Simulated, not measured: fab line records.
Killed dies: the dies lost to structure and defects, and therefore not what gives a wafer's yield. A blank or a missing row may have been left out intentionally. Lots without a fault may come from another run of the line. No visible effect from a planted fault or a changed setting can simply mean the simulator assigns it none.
Matching of chambers	flow n5-finfet	rie-diel-05 running N5_MOL_CONTACT_COAG_CONTACT_ETCH_14: 4 sister chambers
The step etches SiO2 in C4F6/O2, target depth 27.5 nm, overetch 8.5 nm, time 20 s. 4 wafers are shown with their chamber, then 7 later ones without.

WAFERS, EACH WITH ITS CHAMBER
wafer	chamber	showerhead-plenum-p-Torr (Torr)
L079.3	3	2.85
L081.1	1	2.74
L083.2	2	3.08
L083.3	0	3.02

WAFERS WHOSE CHAMBER IS MISSING
wafer	showerhead-plenum-p-Torr (Torr)
L083.5	3.02
L086.1	2.74
L086.4	3.08
L086.5	3.02
L094.1	3.07
L094.2	3.01
L094.6	3.07

EACH ONE'S CHAMBER
wafer	from the rows above	in truth
L083.5	0	0
L086.1	1	1
L086.4	2	2
L086.5	0	0
L094.1	2	2
L094.2	0	0
L094.6	2	2
Correctly placed: 7 of 7. Can't be placed from these rows: 0. Placed wrongly: 0.
How it was worked out, from the rows above alone: a wafer's distance from a chamber is the root of the sum, over the readings, of the square of ((its reading less the chamber's mean) divided by the reading's scatter). The wafer belongs to the nearest chamber; if the next one is less than 2 further off, it can't be placed. A chamber's mean is the mean of its shown wafers. The scatter: with one shown wafer a chamber, the root of the mean of the squares of how far each hidden wafer lies from its nearest shown one.
